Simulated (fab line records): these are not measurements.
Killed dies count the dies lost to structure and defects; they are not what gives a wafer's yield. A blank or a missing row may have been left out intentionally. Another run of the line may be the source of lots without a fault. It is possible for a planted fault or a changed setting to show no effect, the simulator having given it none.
Comparing a struck lot with a sound one :: flow nand-harc :: 14 steps out of a route of 1302
Sound: these wafers, L412.3, L412.5, L412.6. The struck wafers were L417.1, L417.2, L417.3. Last of all comes the cause.
Each step with rows lists, per side, the tool, then ch with its chambers, then its first start. Under that, the readings that differ: sound wafers :: struck wafers :: difference of the means :: sigmas: that difference in standard deviations of wafers without a fault.
alike: same words and numbers on both sides, and readings whose means sit less than 2 such deviations apart. not compared: any withheld reading, any reading some wafer has no value for, any bound like >300 that may hide the same value, and any number with overlapping values for which the record gives no deviation.
The two part at a step that has a row with sigmas, a row that says differs or no value, or rows on one side only. Non-overlapping numbers with no deviation appear without sigmas and do not part them. A reading that every wafer of one side lacks parts them only if that side has two wafers or more.

first, 2 steps without rows for these wafers: NHARC_A_STAIRCASE_PRECLEAN_318 (cleans in SC1); NHARC_A_STAIRCASE_SRD_329.
NHARC_A_STAIRCASE_ALD_415: deposits SiO2, target thk 30 nm, pulse time 6 s, ald cycles 300.
  sound on ald-hk-02 ch 0,2,3, day 17 15:23; struck on ald-hk-02 ch 0,1,3, day 20 01:05
  alike: heater-power-w, precursor-pulse-height-rel
  not compared: since-wet-clean-h
NHARC_A_STAIRCASE_ETCHBACK_416: etches the open film in C4F8/O2/Ar, target depth 36 nm, time 7.2 s.
  sound on rie-diel-01 ch 1,2; struck on rie-diel-06 ch 1,2,3
  alike: oes-product-au, rf-vpp-V
  not compared: rf-hours-counter-h
NHARC_A_STAIRCASE_STRIP_476: strips in O2, time 20 s.
  sound on rie-diel-01 ch 0,1, day 17 16:51; struck on rie-diel-06 ch 0,1,3, day 20 03:14
  alike: drypump-motor-current-A, mfc-ar-sccm, oes-product-au, rf-vpp-V, showerhead-plenum-p-Torr, throttle-valve-pct
  not compared: rf-hours-counter-h
NHARC_A_STAIRCASE_DEP_417: deposits Si3N4, target thk 60 nm.
  sound on pecvd-04 ch 0,2, day 17 17:02; struck on pecvd-03 ch 0,1,2, day 20 03:20
  alike: heater-power-outer-w, heater-power-w
  not compared: since-wet-clean-h
then, 3 steps without rows for these wafers: NHARC_A_STAIRCASE_WET_418 (chemistry H3PO4, target depth 20 nm); NHARC_A_STAIRCASE_PRECLEAN_419 (cleans in SC1); NHARC_A_STAIRCASE_SRD_421.
NHARC_A_STAIRCASE_ALD_420: deposits SiO2, target thk 20 nm, pulse time 6 s, ald cycles 200.
  sound on ald-hk-04 ch 0,1, day 17 19:40; struck on ald-hk-03 ch 0,1,2, day 20 06:02
  alike: heater-power-w, precursor-pulse-height-rel
  not compared: since-wet-clean-h
then, 1 step without rows for these wafers: NHARC_A_STAIRCASE_CVD_552 (deposits SiNx, target thk 40 nm).
NHARC_A_STAIRCASE_DEP_151: deposits SiO2, target thk 7200 nm.
  sound on pecvd-03 ch 0,2, day 18 08:34; struck on pecvd-04 ch 0,1,2, day 20 14:11
  no value came back on the struck wafers for heater-power-outer-w (W), heater-power-w (W), mfc-precursor-sccm (sccm); on the sound wafers heater-power-outer-w (W) reads 377 393 285
  not compared: since-wet-clean-h
then, 1 step without rows for these wafers: NHARC_A_STAIRCASE_ANNEAL_320 (time 1800 s).
NHARC_END_SORT_01:
  the record has rows for the sound wafers here (prober-02 ch 0, day 24 22:04) and none for the struck ones

WHERE THEY PART
Earliest at NHARC_A_STAIRCASE_DEP_151; latest, in this record, at NHARC_END_SORT_01.

WHY: the cause the simulator had injected
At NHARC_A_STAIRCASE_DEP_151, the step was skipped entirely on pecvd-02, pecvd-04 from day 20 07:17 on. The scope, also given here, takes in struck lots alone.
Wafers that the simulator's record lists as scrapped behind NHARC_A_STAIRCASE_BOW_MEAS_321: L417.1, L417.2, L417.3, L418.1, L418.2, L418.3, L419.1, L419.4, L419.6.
